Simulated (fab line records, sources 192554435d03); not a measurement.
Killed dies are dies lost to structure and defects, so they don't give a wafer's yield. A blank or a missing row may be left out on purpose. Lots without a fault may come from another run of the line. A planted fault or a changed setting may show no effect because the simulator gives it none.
Chamber matching | flow n5_finfet | N5_BEOL_M6_STRIP_19 on rie_diel-02: 4 sister chambers
The step strips in O2. 8 wafers are shown with their chamber, then 8 later ones without.

WAFERS WITH THEIR CHAMBER
wafer  | chamber | drypump_motor_current_A (A) | showerhead_plenum_p_Torr (Torr)
L086.4 | 0       | 5.1                         | 1.97
L085.2 | 0       | 5.1                         | 1.96
L085.4 | 3       | 5.3                         | 2.22
L085.6 | 1       | 6.4                         | 2.05
L089.1 | 3       | 5.3                         | 2.22
L089.2 | 2       | 5.2                         | 2.04
L089.3 | 1       | 6.4                         | 2.05
L090.1 | 2       | 5.1                         | 2.04

WAFERS WITHOUT THEIR CHAMBER
wafer  | drypump_motor_current_A (A) | showerhead_plenum_p_Torr (Torr)
L090.2 | 6.4                         | 2.05
L090.3 | 6.4                         | 2.05
L095.2 | 6.4                         | 2.04
L095.3 | 5.1                         | 2.22
L095.6 | 5.3                         | 2.22
L096.1 | 6.4                         | 2.04
L096.4 | 5.1                         | 2.22
L096.6 | 5.1                         | 2.22

WHICH CHAMBER EACH WENT THROUGH
wafer  | from the rows above | in truth
L090.2 | 1                   | 1
L090.3 | 1                   | 1
L095.2 | 1                   | 1
L095.3 | 3                   | 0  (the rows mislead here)
L095.6 | 3                   | 3
L096.1 | 1                   | 1
L096.4 | 3                   | 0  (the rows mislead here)
L096.6 | 3                   | 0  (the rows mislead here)
Placed correctly: 5 of 8. Can't be placed from these rows: 0. Placed wrongly: 3.
How it was worked out, from the rows above alone: a wafer's distance from a chamber is the root of the sum, over the readings, of the square of ((its reading less the chamber's mean) divided by the reading's scatter). The wafer belongs to the nearest chamber; if the next one is less than 2 further off, it can't be placed. A chamber's mean is the mean of its shown wafers. The scatter: the root of (the sum of the squares of (reading less its chamber's mean) over the shown wafers, divided by (wafers less chambers)).
